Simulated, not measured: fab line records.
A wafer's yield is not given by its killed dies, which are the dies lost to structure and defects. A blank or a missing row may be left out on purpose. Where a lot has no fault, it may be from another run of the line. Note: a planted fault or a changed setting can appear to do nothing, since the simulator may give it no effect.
fab line records	flow n5Finfet
[record] lots = 24	wafers = 72	lastDay = 18
route steps=1938 shown BEOL_M2@930 BEOL_M3@934
lots that met no fault: taken from a fault-free run of the same line
startH: hours from the record's first day to the start of the lot's first wafer shown	waitH: hours since the lot's step before	" as in the row above	L1.1+2: several wafers, shown together as one row	- no value present, or no start provided	* or withheld: withheld	< > ~ a bound
route shown NAME@n: NAME is a module with steps in the file, n the number in the route of the first one	usual: mean and standard deviation over wafers with no fault	same: alike in all rows	chamber/n: place in a boat	sites: per-site readings	_std_site: the values' standard deviation	_edge_site: mean of outer sites minus mean of inner sites	radiusMm: how far each site lies from the wafer's centre	mask NAME#n: copy n	behind: the last tool/chamber to shape the wafer	hold: reason for holding the lot/hours on hold/outcome of the hold	device: which transistor (n, p or np) failed to switch	end of line: the route-end tests of the same wafers	a step with no rows: only its recipe	killed: dies that structure and defects cost at the first sort, which is not the same as the wafer's yield	map: a wafer's dies, x killed, . not, _ none there
set.NAME: the setting the step ran with; set.NAME@STEP: the setting that earlier step ran with	model.NAME: the simulator's own value behind a step, which no gauge read
one table for each step of the route and one row for each wafer, over a sample of lots
services: the hour from which a tool's chamber was out of use, counted from the record's first day as startH (under 0 if before that day), plus the number of hours and why
[[steps]]
[step N5_BEOL_M2_INSPECT_59]
[recipe] inspectInstrument = darkfield	mode = postDep
[usual] rawDefectCount = 77/23
lot.wafer	tool	chamber	startH	waitH	rawDefectCount
L074.2	defectInspect-02	-	141.54	0.0	92
L074.3	"	-	"	"	107
L074.4	"	-	"	"	72
L075.1	defectInspect-02	-	147.46	0.0	61
L075.2	"	-	"	"	76
L075.5	"	-	"	"	111
L076.2	defectInspect-02	-	161.60	0.0	59
L076.4	"	-	"	"	55
L076.5	"	-	"	"	93
L077.3	defectInspect-01	-	163.65	0.0	43
L077.5	"	-	"	"	32
L077.6	"	-	"	"	88
L078.1	defectInspect-02	-	168.71	0.0	64
L078.4	"	-	"	"	63
L078.5	"	-	"	"	59
L079.1	defectInspect-01	-	183.44	0.0	72
L079.3	"	-	"	"	80
L079.5	"	-	"	"	38
L080.2	defectInspect-02	-	184.97	0.0	85
L080.5	"	-	"	"	87
L080.6	"	-	"	"	114
L081.1	defectInspect-02	-	189.09	0.0	43
L081.2	"	-	"	"	48
L081.3	"	-	"	"	51
L084.1	defectInspect-01	-	196.00	0.0	60
L084.3	"	-	"	"	44
L084.6	"	-	"	"	66
L082.1	defectInspect-02	-	201.59	0.0	156
L082.3	"	-	"	"	94
L082.5	"	-	"	"	130
L083.2	defectInspect-02	-	202.57	0.0	55
L083.5	"	-	"	"	48
L083.6	"	-	"	"	86
L085.2	defectInspect-02	-	212.71	0.0	99
L085.5	"	-	"	"	81
L085.6	"	-	"	"	59
L086.3	defectInspect-01	-	217.86	0.0	41
L086.4	"	-	"	"	60
L086.5	"	-	"	"	37
L087.1	defectInspect-01	-	223.25	0.0	78
L087.4	"	-	"	"	91
L087.5	"	-	"	"	83
L088.2	defectInspect-02	-	233.37	0.0	85
L088.3	"	-	"	"	80
L088.5	"	-	"	"	75
L089.1	defectInspect-02	-	237.63	0.0	59
L089.2	"	-	"	"	90
L089.4	"	-	"	"	70
L090.1	defectInspect-01	-	238.50	0.0	54
L090.2	"	-	"	"	48
L090.3	"	-	"	"	74
L091.3	defectInspect-02	-	252.59	0.0	100
L091.4	"	-	"	"	83
L091.6	"	-	"	"	125
L092.4	defectInspect-02	-	257.65	0.0	86
L092.5	"	-	"	"	52
L092.6	"	-	"	"	71
L093.1	defectInspect-01	-	263.10	0.0	106
L093.4	"	-	"	"	99
L093.6	"	-	"	"	67
L094.1	defectInspect-01	-	266.62	0.0	158
L094.2	"	-	"	"	60
L094.3	"	-	"	"	50
L095.1	defectInspect-02	-	268.51	0.0	58
L095.2	"	-	"	"	120
L095.3	"	-	"	"	77
L096.1	defectInspect-02	-	281.69	0.0	65
L096.3	"	-	"	"	91
L096.4	"	-	"	"	69
L097.1	defectInspect-01	-	287.31	0.0	73
L097.3	"	-	"	"	88
L097.6	"	-	"	"	96
[step N5_BEOL_M3_HM_DEP_02]
[recipe] material = TiN	targetThkA = 200	tempC = 25	chamberPressurePa = 0.49996
[usual] chamberPressurePa = 0.4998/0.001	throttleValvePct = 30.3/1.1
lot.wafer	tool	chamber	startH	waitH	chamberPressurePa	throttleValvePct
L074.2	pvdSputter-01	-	142.09	0.4	0.5013	30.2
L074.3	"	-	"	"	0.5000	29.4
L074.4	"	-	"	"	0.4995	30.4
L075.1	pvdSputter-02	-	149.55	1.9	0.4988	30.5
L075.2	"	-	"	"	0.5007	28.5
L075.5	"	-	"	"	0.4990	30.6
L076.2	pvdSputter-02	-	163.17	1.4	0.4980	28.4
L076.4	"	-	"	"	0.4998	30.6
L076.5	"	-	"	"	0.5003	30.8
L077.3	pvdSputter-03	-	166.53	2.7	0.4997	32.9
L077.5	"	-	"	"	0.5004	30.3
L077.6	"	-	"	"	0.5014	31.8
L078.1	pvdSputter-02	-	170.96	2.1	0.5003	28.3
L078.4	"	-	"	"	0.4994	30.1
L078.5	"	-	"	"	0.5000	30.4
L079.1	pvdSputter-01	-	184.58	1.0	0.5008	29.1
L079.3	"	-	"	"	0.4993	29.9
L079.5	"	-	"	"	0.5008	29.2
L080.2	pvdSputter-02	-	185.64	0.5	0.5003	28.3
L080.5	"	-	"	"	0.5018	28.2
L080.6	"	-	"	"	0.5005	30.6
L081.1	pvdSputter-02	-	189.68	0.4	0.5010	30.5
L081.2	"	-	"	"	0.4991	30.4
L081.3	"	-	"	"	0.4992	30.6
L084.1	pvdSputter-03	-	198.00	1.8	0.4998	30.1
L084.3	"	-	"	"	0.5009	29.1
L084.6	"	-	"	"	0.4996	29.2
L082.1	pvdSputter-03	-	202.38	0.6	0.4997	32.0
L082.3	"	-	"	"	0.4985	30.2
L082.5	"	-	"	"	0.4991	30.4
L083.2	pvdSputter-03	-	203.14	0.4	0.4998	29.1
L083.5	"	-	"	"	0.4999	29.0
L083.6	"	-	"	"	0.4993	32.1
L085.2	pvdSputter-03	-	212.93	0.1	0.5005	30.2
L085.5	"	-	"	"	0.5006	31.9
L085.6	"	-	"	"	0.5006	30.2
L086.3	pvdSputter-03	-	218.91	0.9	0.4977	32.0
L086.4	"	-	"	"	0.5006	30.4
L086.5	"	-	"	"	0.4982	32.9
L087.1	pvdSputter-01	-	225.78	2.3	0.5009	29.0
L087.4	"	-	"	"	0.5006	30.2
L087.5	"	-	"	"	0.5011	30.2
L088.2	pvdSputter-01	-	234.31	0.8	0.5017	30.2
L088.3	"	-	"	"	0.4999	30.4
L088.5	"	-	"	"	0.5002	30.3
L089.1	pvdSputter-01	-	238.29	0.5	0.4989	29.9
L089.2	"	-	"	"	0.4988	30.1
L089.4	"	-	"	"	0.5007	29.6
L090.1	pvdSputter-02	-	239.02	0.4	0.5006	30.5
L090.2	"	-	"	"	0.5000	30.4
L090.3	"	-	"	"	0.4998	30.5
L091.3	pvdSputter-01	-	253.21	0.5	0.4989	29.4
L091.4	"	-	"	"	0.5002	30.2
L091.6	"	-	"	"	0.4986	30.0
L092.4	pvdSputter-03	-	259.20	1.4	0.4993	32.1
L092.5	"	-	"	"	0.4989	29.9
L092.6	"	-	"	"	0.5023	32.9
L093.1	pvdSputter-02	-	263.41	0.1	0.4985	30.7
L093.4	"	-	"	"	0.4988	30.5
L093.6	"	-	"	"	0.4996	30.8
L094.1	pvdSputter-01	-	267.93	1.2	0.5002	29.3
L094.2	"	-	"	"	0.5003	29.8
L094.3	"	-	"	"	0.5015	30.2
L095.1	pvdSputter-02	-	269.39	0.7	0.4991	30.5
L095.2	"	-	"	"	0.5010	30.7
L095.3	"	-	"	"	0.4984	28.2
L096.1	pvdSputter-02	-	282.63	0.8	0.5011	30.3
L096.3	"	-	"	"	0.5013	30.6
L096.4	"	-	"	"	0.4993	28.1
L097.1	pvdSputter-01	-	288.54	1.1	0.4995	30.2
L097.3	"	-	"	"	0.4997	30.4
L097.6	"	-	"	"	0.4995	30.2
[step N5_BEOL_M3_CD_MEAS_18]
[recipe] pitchNm = 36	targetCdNm = 18
[usual] cdNm = 18.10/0.28
lot.wafer	tool	chamber	startH	waitH	cdNm
L074.2	cdSem-01	-	143.16	0.1	17.99
L074.3	"	-	"	"	18.78
L074.4	"	-	"	"	18.33
L075.1	cdSem-01	-	150.83	0.0	18.27
L075.2	"	-	"	"	18.07
L075.5	"	-	"	"	18.30
L076.2	cdSem-03	-	164.11	0.1	18.21
L076.4	"	-	"	"	18.34
L076.5	"	-	"	"	17.89
L077.3	cdSem-03	-	167.60	0.1	18.09
L077.5	"	-	"	"	17.83
L077.6	"	-	"	"	18.07
L078.1	cdSem-01	-	172.61	0.0	18.01
L078.4	"	-	"	"	17.52
L078.5	"	-	"	"	17.72
L079.1	cdSem-01	-	185.65	0.0	18.26
L079.3	"	-	"	"	18.34
L079.5	"	-	"	"	18.37
L080.2	cdSem-02	-	186.70	0.1	18.11
L080.5	"	-	"	"	18.01
L080.6	"	-	"	"	18.31
L081.1	cdSem-02	-	190.62	0.0	18.03
L081.2	"	-	"	"	18.26
L081.3	"	-	"	"	18.11
L084.1	cdSem-03	-	199.07	0.0	17.83
L084.3	"	-	"	"	17.74
L084.6	"	-	"	"	18.00
L082.1	cdSem-01	-	203.32	0.0	18.57
L082.3	"	-	"	"	18.22
L082.5	"	-	"	"	17.94
L083.2	cdSem-01	-	204.08	0.1	18.15
L083.5	"	-	"	"	17.87
L083.6	"	-	"	"	18.12
L085.2	cdSem-02	-	213.99	0.1	18.19
L085.5	"	-	"	"	17.69
L085.6	"	-	"	"	18.20
L086.3	cdSem-03	-	220.28	0.1	18.45
L086.4	"	-	"	"	18.06
L086.5	"	-	"	"	18.04
L087.1	cdSem-02	-	226.93	0.0	17.95
L087.4	"	-	"	"	17.75
L087.5	"	-	"	"	17.87
L088.2	cdSem-01	-	235.25	0.1	18.08
L088.3	"	-	"	"	18.17
L088.5	"	-	"	"	18.31
L089.1	cdSem-02	-	239.42	0.1	18.59
L089.2	"	-	"	"	18.61
L089.4	"	-	"	"	18.44
L090.1	cdSem-02	-	240.04	0.0	18.18
L090.2	"	-	"	"	17.76
L090.3	"	-	"	"	18.22
L091.3	cdSem-02	-	254.28	0.1	18.18
L091.4	"	-	"	"	18.34
L091.6	"	-	"	"	18.49
L092.4	cdSem-02	-	260.27	0.0	18.30
L092.5	"	-	"	"	17.97
L092.6	"	-	"	"	18.17
L093.1	cdSem-01	-	264.48	0.0	18.44
L093.4	"	-	"	"	18.47
L093.6	"	-	"	"	18.16
L094.1	cdSem-01	-	269.12	0.1	17.86
L094.2	"	-	"	"	17.78
L094.3	"	-	"	"	18.02
L095.1	cdSem-03	-	270.46	0.0	18.56
L095.2	"	-	"	"	18.07
L095.3	"	-	"	"	18.26
L096.1	cdSem-01	-	283.57	0.0	18.06
L096.3	"	-	"	"	17.85
L096.4	"	-	"	"	18.37
L097.1	cdSem-02	-	289.83	0.0	18.26
L097.3	"	-	"	"	18.42
L097.6	"	-	"	"	17.99
[step N5_BEOL_M3_INSPECT_30]
[recipe] mode = adi	inspectInstrument = brightfield
[usual] rawDefectCount = 419/94
lot.wafer	tool	chamber	startH	waitH	rawDefectCount
L074.2	defectInspect-01	-	143.69	0.0	466
L074.3	"	-	"	"	674
L074.4	"	-	"	"	365
L075.1	defectInspect-02	-	151.37	0.1	605
L075.2	"	-	"	"	484
L075.5	"	-	"	"	716
L076.2	defectInspect-02	-	164.66	0.0	484
L076.4	"	-	"	"	440
L076.5	"	-	"	"	491
L077.3	defectInspect-02	-	168.01	0.1	290
L077.5	"	-	"	"	258
L077.6	"	-	"	"	359
L078.1	defectInspect-01	-	173.02	0.1	353
L078.4	"	-	"	"	314
L078.5	"	-	"	"	270
L079.1	defectInspect-01	-	186.18	0.1	430
L079.3	"	-	"	"	342
L079.5	"	-	"	"	371
L080.2	defectInspect-02	-	187.24	0.0	413
L080.5	"	-	"	"	430
L080.6	"	-	"	"	407
L081.1	defectInspect-02	-	191.04	0.1	458
L081.2	"	-	"	"	436
L081.3	"	-	"	"	339
L084.1	defectInspect-02	-	199.60	0.1	465
L084.3	"	-	"	"	339
L084.6	"	-	"	"	338
L082.1	defectInspect-02	-	203.73	0.1	522
L082.3	"	-	"	"	404
L082.5	"	-	"	"	426
L083.2	defectInspect-01	-	204.62	0.0	346
L083.5	"	-	"	"	328
L083.6	"	-	"	"	422
L085.2	defectInspect-02	-	214.55	0.0	416
L085.5	"	-	"	"	420
L085.6	"	-	"	"	337
L086.3	defectInspect-02	-	220.69	0.0	250
L086.4	"	-	"	"	479
L086.5	"	-	"	"	333
L087.1	defectInspect-02	-	227.34	0.1	386
L087.4	"	-	"	"	483
L087.5	"	-	"	"	408
L088.2	defectInspect-01	-	235.78	0.0	388
L088.3	"	-	"	"	435
L088.5	"	-	"	"	357
L089.1	defectInspect-02	-	239.95	0.1	283
L089.2	"	-	"	"	363
L089.4	"	-	"	"	266
L090.1	defectInspect-02	-	240.57	0.1	351
L090.2	"	-	"	"	385
L090.3	"	-	"	"	488
L091.3	defectInspect-01	-	254.69	0.0	354
L091.4	"	-	"	"	469
L091.6	"	-	"	"	411
L092.4	defectInspect-02	-	260.67	0.0	469
L092.5	"	-	"	"	383
L092.6	"	-	"	"	461
L093.1	defectInspect-02	-	265.02	0.1	518
L093.4	"	-	"	"	499
L093.6	"	-	"	"	423
L094.1	defectInspect-02	-	269.65	0.1	725
L094.2	"	-	"	"	553
L094.3	"	-	"	"	467
L095.1	defectInspect-02	-	270.86	0.1	305
L095.2	"	-	"	"	475
L095.3	"	-	"	"	367
L096.1	defectInspect-01	-	284.10	0.1	425
L096.3	"	-	"	"	307
L096.4	"	-	"	"	519
L097.1	defectInspect-02	-	290.24	0.1	376
L097.3	"	-	"	"	405
L097.6	"	-	"	"	499
[step N5_BEOL_M3_ETCH_69]
[recipe] chemistry = CF4	target = SiARC	targetDepthA = 156	maskMaterial = CAR-EUV	timeS = 26	ionEnergyEv = 80	pressureMtorr = 40	sourceW = 545	biasW = 36	Ar_flow_sccm = 100	cf4FlowSccm = 100	ends = cleared
[usual] drypumpMotorCurrentA = 5.7/0.46	etchRfOnTimeS = 25.9/0.52	oesProductAu = 0.69/0.064	rfVppV = 184.3/1.1	showerheadPlenumPTorr = 2.16/0.078	throttleValvePct = 15.59/0.16
lot.wafer	tool	chamber	startH	waitH	drypumpMotorCurrentA	etchRfOnTimeS	oesProductAu	rfHoursCounterH	rfVppV	showerheadPlenumPTorr	throttleValvePct
L074.2	rieDiel-05	0	143.78	0.0	6.3	25.5	0.76	37	185.0	2.09	15.71
L074.3	"	1	"	"	5.3	25.2	0.77	44	185.3	2.26	15.35
L074.4	"	3	"	"	5.3	26.7	0.60	219	184.5	2.12	15.59
L075.1	rieDiel-05	0	151.57	0.0	6.3	25.3	0.76	40	184.2	2.09	15.77
L075.2	"	3	"	"	5.3	26.1	0.60	222	183.9	2.12	15.59
L075.5	"	2	"	"	5.4	25.8	0.75	-	186.4	2.25	15.42
L076.2	rieDiel-05	3	164.75	0.0	5.3	26.4	0.60	225	184.1	2.12	15.61
L076.4	"	1	"	"	5.3	25.3	0.76	50	185.4	2.26	15.34
L076.5	"	3	"	"	5.4	26.2	0.60	-	184.4	2.12	15.60
L077.3	rieDiel-05	3	168.10	0.0	5.3	26.3	0.60	225	183.4	2.12	15.61
L077.5	"	0	"	"	6.3	25.0	0.76	-	183.5	2.09	15.76
L077.6	"	3	"	"	5.3	26.0	0.60	-	182.8	2.12	15.61
L078.1	rieDiel-05	2	173.19	0.0	5.5	25.5	0.74	66	185.5	2.25	15.45
L078.4	"	3	"	"	5.3	26.2	0.61	227	183.5	2.12	15.60
L078.5	"	1	"	"	5.3	25.0	0.77	-	185.7	2.26	15.35
L079.1	rieDiel-03	2	186.27	0.0	6.2	26.4	0.71	71	184.8	2.17	15.41
L079.3	"	0	"	"	5.4	26.3	0.64	153	183.3	2.14	15.79
L079.5	"	2	"	"	6.1	26.5	0.71	-	185.0	2.17	15.42
L080.2	rieDiel-04	2	187.32	0.0	4.8	26.0	0.62	183	183.9	2.22	15.48
L080.5	"	3	"	"	6.1	25.6	0.64	-	182.1	2.06	15.60
L080.6	"	0	"	"	6.3	26.7	0.62	-	184.3	2.13	15.55
L081.1	rieDiel-04	1	191.13	0.0	5.4	25.4	0.73	53	182.7	2.09	15.86
L081.2	"	2	"	"	4.8	26.0	0.62	184	184.3	2.22	15.48
L081.3	"	0	"	"	6.2	26.8	0.63	178	183.8	2.13	15.54
L084.1	rieDiel-05	3	199.69	0.0	5.3	26.6	0.59	237	183.9	2.12	15.62
L084.3	"	1	"	"	5.3	25.1	0.75	61	185.7	2.26	15.36
L084.6	"	3	"	"	5.3	26.3	0.60	-	183.2	2.12	15.65
L082.1	rieDiel-05	1	203.82	0.0	5.3	25.2	0.75	61	185.8	2.26	15.38
L082.3	"	0	"	"	6.3	25.8	0.73	56	183.5	2.09	15.74
L082.5	"	1	"	"	5.3	25.3	0.75	-	185.0	2.26	15.37
L083.2	rieDiel-05	0	204.70	0.0	6.3	25.5	0.74	56	183.4	2.09	15.77
L083.5	"	3	"	"	5.4	26.6	0.60	-	182.2	2.12	15.62
L083.6	"	2	"	"	5.4	25.9	0.72	-	184.5	2.25	15.44
L085.2	rieDiel-04	1	214.68	0.0	5.4	25.2	0.72	60	183.7	2.09	15.86
L085.5	"	3	"	"	6.0	25.4	0.64	-	182.8	2.05	15.61
L085.6	"	2	"	"	4.8	26.0	0.61	-	185.6	2.21	15.49
L086.3	rieDiel-03	1	220.77	0.0	6.0	26.3	0.61	201	183.8	2.04	15.66
L086.4	"	3	"	"	6.1	25.9	0.78	27	185.4	2.28	15.66
L086.5	"	3	"	"	6.1	25.8	0.79	-	185.5	2.28	15.67
L087.1	rieDiel-05	3	227.42	0.0	5.3	26.6	0.58	245	183.2	2.12	15.64
L087.4	"	2	"	"	5.4	26.2	0.72	83	184.3	2.24	15.46
L087.5	"	2	"	"	5.4	25.9	0.72	-	186.6	2.24	15.48
L088.2	rieDiel-04	3	235.86	0.0	6.0	26.1	0.62	174	182.9	2.05	15.61
L088.3	"	1	"	"	5.4	25.7	0.71	67	183.9	2.09	15.89
L088.5	"	0	"	"	6.2	26.8	0.61	-	184.0	2.12	15.58
L089.1	rieDiel-05	3	240.04	0.0	5.4	26.7	0.58	250	183.6	2.11	15.67
L089.2	"	2	"	"	5.4	26.0	0.71	87	185.2	2.24	15.46
L089.4	"	1	"	"	5.3	25.1	0.74	73	184.6	2.25	15.39
L090.1	rieDiel-03	1	240.66	0.0	6.0	26.2	0.62	207	182.8	2.04	15.67
L090.2	"	2	"	"	6.2	26.2	0.70	87	184.9	2.17	15.45
L090.3	"	3	"	"	6.1	25.6	0.77	33	185.5	2.28	15.67
L091.3	rieDiel-03	1	254.77	0.0	6.0	26.3	0.61	212	184.2	2.04	15.67
L091.4	"	3	"	"	6.1	25.8	0.77	38	185.8	2.27	15.68
L091.6	"	2	"	"	6.2	26.6	0.69	-	185.2	2.17	15.48
L092.4	rieDiel-04	3	260.76	0.0	6.0	25.6	0.62	181	183.1	2.05	15.64
L092.5	"	0	"	"	6.3	26.8	0.61	-	182.7	2.12	15.60
L092.6	"	3	"	"	6.0	25.5	0.63	-	182.4	2.05	15.62
L093.1	rieDiel-05	2	265.10	0.0	5.4	26.4	0.71	97	184.8	2.24	15.51
L093.4	"	2	"	"	5.4	26.1	0.70	-	184.1	2.24	15.50
L093.6	"	0	"	"	6.3	25.8	0.71	-	183.4	2.08	15.79
L094.1	rieDiel-05	1	269.75	0.0	5.4	25.3	0.72	84	184.9	2.25	15.41
L094.2	"	3	"	"	5.3	26.2	0.86	0	182.9	2.11	15.15
L094.3	"	0	"	"	6.3	25.5	0.71	79	183.0	2.08	15.80
L095.1	rieDiel-03	2	270.95	0.0	6.2	26.4	0.69	97	185.5	2.16	15.49
L095.2	"	0	"	"	5.4	26.3	0.62	178	183.9	2.13	15.84
L095.3	"	3	"	"	6.1	25.7	0.75	43	186.6	2.27	15.67
L096.1	rieDiel-04	3	284.18	0.0	6.0	25.5	0.62	188	184.0	2.05	15.65
L096.3	"	0	"	"	6.2	26.9	0.60	206	184.2	2.12	15.63
L096.4	"	1	"	"	5.4	25.0	0.71	81	183.2	2.08	15.91
L097.1	rieDiel-05	2	290.39	0.0	5.4	26.3	0.69	105	185.8	2.24	15.52
L097.3	"	1	"	"	5.3	25.3	0.71	91	185.7	2.25	15.42
L097.6	"	1	"	"	5.3	25.3	0.72	-	184.3	2.25	15.43
[step N5_BEOL_M3_ETCH_70]
[recipe] chemistry = N2/H2	target = SOC	targetDepthA = 800	overetchA = 160	maskMaterial = SiARC	tempC = 40	timeS = 120	ionEnergyEv = 200	pressureMtorr = 30	sourceW = 840	biasW = 150	n2FlowSccm = 200	h2FlowSccm = 200
[usual] drypumpMotorCurrentA = 5.8/0.43	oesProductAu = 0.61/0.053	rfVppV = 524.1/2.8	showerheadPlenumPTorr = 2.55/0.1	throttleValvePct = 17.83/0.18
lot.wafer	tool	chamber	startH	waitH	drypumpMotorCurrentA	oesProductAu	rfHoursCounterH	rfVppV	showerheadPlenumPTorr	throttleValvePct
L074.2	rieDiel-03	1	150.97	0.0	6.0	0.57	179	520.8	2.42	17.78
L074.3	"	0	"	"	5.4	0.59	142	524.3	2.55	17.88
L074.4	"	2	"	"	6.2	0.66	62	525.8	2.58	17.56
L075.1	rieDiel-04	1	156.23	0.0	5.3	0.65	42	522.5	2.48	18.14
L075.2	"	3	"	"	6.0	0.56	159	520.9	2.43	17.79
L075.5	"	3	"	"	6.0	0.57	-	520.5	2.43	17.78
L076.2	rieDiel-05	0	167.42	0.0	6.3	0.67	43	523.1	2.49	18.09
L076.4	"	3	"	"	5.3	0.54	225	521.7	2.51	17.73
L076.5	"	2	"	"	5.5	0.66	-	528.5	2.69	17.81
L077.3	rieDiel-04	1	179.01	0.0	5.4	0.64	50	523.7	2.48	18.17
L077.5	"	0	"	"	6.3	0.57	-	521.8	2.53	17.72
L077.6	"	3	"	"	6.0	0.57	-	518.7	2.43	17.80
L078.1	rieDiel-03	1	179.01	0.0	6.0	0.56	189	521.3	2.41	17.78
L078.4	"	0	"	"	5.4	0.58	151	523.0	2.54	17.91
L078.5	"	2	"	"	6.2	0.65	-	525.5	2.58	17.54
L079.1	rieDiel-05	0	188.76	0.0	6.3	0.66	51	521.4	2.48	18.09
L079.3	"	1	"	"	5.3	0.65	57	530.1	2.69	17.59
L079.5	"	2	"	"	5.5	0.65	-	529.0	2.69	17.83
L080.2	rieDiel-03	1	194.32	0.0	6.0	0.56	194	520.0	2.41	17.81
L080.5	"	1	"	"	6.0	0.56	-	520.2	2.41	17.79
L080.6	"	2	"	"	6.2	0.64	-	523.9	2.57	17.56
L081.1	rieDiel-05	3	196.00	0.0	5.4	0.54	236	522.6	2.51	17.74
L081.2	"	1	"	"	5.4	0.66	60	526.8	2.69	17.59
L081.3	"	0	"	"	6.3	0.65	53	522.1	2.48	18.10
L084.1	rieDiel-03	2	201.38	0.0	6.2	0.64	76	523.6	2.57	17.55
L084.3	"	0	"	"	5.4	0.57	158	524.0	2.54	17.92
L084.6	"	0	"	"	5.4	0.58	-	524.0	2.54	17.91
L082.1	rieDiel-05	3	206.93	0.0	5.3	0.53	239	522.6	2.50	17.75
L082.3	"	0	"	"	6.3	0.65	57	520.8	2.48	18.09
L082.5	"	1	"	"	5.3	0.66	-	526.8	2.69	17.60
L083.2	rieDiel-03	0	211.34	0.0	5.4	0.58	161	524.6	2.54	17.92
L083.5	"	3	"	"	6.1	0.70	-	526.7	2.71	17.95
L083.6	"	0	"	"	5.4	0.57	-	524.2	2.54	17.91
L085.2	rieDiel-05	2	218.58	0.0	5.4	0.65	80	526.7	2.68	17.83
L085.5	"	0	"	"	6.3	0.64	-	522.1	2.48	18.10
L085.6	"	3	"	"	5.3	0.53	-	523.6	2.50	17.78
L086.3	rieDiel-03	3	221.98	0.0	6.1	0.69	27	528.3	2.71	17.97
L086.4	"	1	"	"	6.0	0.55	201	520.3	2.41	17.81
L086.5	"	1	"	"	6.0	0.56	-	518.5	2.41	17.80
L087.1	rieDiel-05	3	234.15	0.0	5.4	0.53	247	522.5	2.50	17.78
L087.4	"	1	"	"	5.3	0.65	71	528.6	2.69	17.62
L087.5	"	0	"	"	6.3	0.64	-	521.2	2.48	18.13
L088.2	rieDiel-05	1	238.53	0.0	5.3	0.64	72	528.2	2.69	17.62
L088.3	"	3	"	"	5.3	0.54	249	523.1	2.50	17.77
L088.5	"	3	"	"	5.4	0.53	-	522.3	2.50	17.78
L089.1	rieDiel-03	2	241.69	0.0	6.2	0.63	87	525.8	2.57	17.59
L089.2	"	0	"	"	5.4	0.57	169	523.6	2.54	17.94
L089.4	"	1	"	"	6.0	0.56	208	520.6	2.40	17.83
L090.1	rieDiel-04	0	244.91	0.0	6.3	0.55	195	522.9	2.53	17.75
L090.2	"	1	"	"	5.4	0.63	70	522.2	2.47	18.19
L090.3	"	2	"	"	4.8	0.55	200	524.7	2.63	17.68
L091.3	rieDiel-04	2	255.73	0.0	4.8	0.55	203	526.9	2.63	17.68
L091.4	"	0	"	"	6.2	0.56	198	522.7	2.52	17.73
L091.6	"	3	"	"	6.0	0.56	-	519.2	2.42	17.84
L092.4	rieDiel-05	1	261.90	0.0	5.3	0.64	-	528.3	2.68	17.64
L092.5	"	2	"	"	5.4	0.63	-	525.6	2.67	17.85
L092.6	"	0	"	"	6.3	0.63	-	521.1	2.47	18.13
L095.1	rieDiel-03	0	273.55	0.0	5.4	0.57	179	523.9	2.53	17.94
L095.2	"	1	"	"	6.0	0.54	217	520.5	2.40	17.84
L095.3	"	2	"	"	6.2	0.62	97	524.4	2.57	17.60
L093.1	rieDiel-04	1	274.27	0.0	5.4	0.62	78	521.8	2.46	18.22
L093.4	"	2	"	"	4.8	0.55	207	527.1	2.63	17.68
L093.6	"	1	"	"	5.4	0.62	-	521.7	2.46	18.20
L094.1	rieDiel-03	2	278.61	0.0	6.2	0.62	100	525.3	2.56	17.59
L094.2	"	1	"	"	6.0	0.55	220	519.7	2.40	17.82
L094.3	"	3	"	"	6.1	0.67	46	527.9	2.70	18.00
L096.1	rieDiel-03	0	284.90	0.0	5.4	0.56	179	522.6	2.53	17.94
L096.3	"	1	"	"	6.0	0.54	221	520.2	2.40	17.85
L096.4	"	2	"	"	6.2	0.62	101	525.6	2.56	17.60
L097.1	rieDiel-03	0	290.64	0.0	5.4	0.57	180	523.4	2.53	17.95
L097.3	"	2	"	"	6.2	0.61	103	524.2	2.56	17.62
L097.6	"	0	"	"	5.4	0.56	-	523.5	2.53	17.94
[[services]]
tool	chamber	startH	hours	kind
rieDiel-04	3	158.32	14.6	repair
rieDiel-03	2	166.17	6.7	repair
pvdSputter-03	-	168.44	10.5	repair
rieDiel-04	3	193.36	5.3	repair
rieDiel-04	3	210.71	1.6	repair
rieDiel-05	3	242.10	-	clean
rieDiel-05	3	242.10	-	consumableReplace:focusRing
rieDiel-05	3	242.10	27.1	scheduledDown
rieDiel-05	3	242.10	27.1	ventCycle
rieDiel-05	1	245.40	1.7	repair
rieDiel-04	2	270.32	2.7	repair
[[key]]
fault none
